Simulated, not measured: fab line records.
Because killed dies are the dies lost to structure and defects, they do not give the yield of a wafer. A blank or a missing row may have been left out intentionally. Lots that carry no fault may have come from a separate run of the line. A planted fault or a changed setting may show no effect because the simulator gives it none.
Matching of chambers + flow n5Finfet + rieDiel-02 running N5_DUMMY_GATE_ETCH_31: 4 sister chambers
The step etches SiO2 in C4F6/O2, target depth 82.5 nm, time 27.5 s. 4 wafers are shown with their chamber, then 11 later ones without.

== WAFERS WITH THEIR CHAMBER ==
| wafer  | chamber | showerheadPlenumPTorr (Torr) |
|--------|---------|------------------------------|
| L091.1 | 1       | 2.73                         |
| L091.4 | 2       | 2.78                         |
| L091.6 | 0       | 2.91                         |
| L092.1 | 3       | 2.73                         |

== WAFERS MISSING THEIR CHAMBER ==
| wafer  | showerheadPlenumPTorr (Torr) |
|--------|------------------------------|
| L092.2 | 2.73                         |
| L092.5 | 2.91                         |
| L093.1 | 2.73                         |
| L093.3 | 2.73                         |
| L093.5 | 2.78                         |
| L094.1 | 2.78                         |
| L094.4 | 2.72                         |
| L094.5 | 2.72                         |
| L096.1 | 2.72                         |
| L096.2 | 2.72                         |
| L096.3 | 2.90                         |

== WHICH CHAMBER EACH ONE RAN IN ==
| wafer  | from the rows above     | in truth |
|--------|-------------------------|----------|
| L092.2 | can't be placed: 1 or 3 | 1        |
| L092.5 | 0                       | 0        |
| L093.1 | can't be placed: 1 or 3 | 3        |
| L093.3 | can't be placed: 1 or 3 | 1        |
| L093.5 | 2                       | 2        |
| L094.1 | 2                       | 2        |
| L094.4 | can't be placed: 1 or 3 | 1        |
| L094.5 | can't be placed: 1 or 3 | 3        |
| L096.1 | can't be placed: 1 or 3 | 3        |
| L096.2 | can't be placed: 1 or 3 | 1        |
| L096.3 | 0                       | 0        |
4 of 11 placed correctly. From these rows, 7 cannot be placed; in 7 the true chamber is one of the candidates. 0 placed wrongly.
How it was worked out, from the rows above alone: a wafer's distance from a chamber is the root of the sum, over the readings, of the square of ((its reading less the chamber's mean) divided by the reading's scatter). If the next closest chamber is less than 2 further off than the closest, the wafer can't be placed; otherwise it belongs to the closest. Each chamber's mean is taken over the wafers shown for it. The scatter (one wafer shown for each chamber): square how far every hidden wafer sits from the nearest shown wafer, average those squares and take the square root.
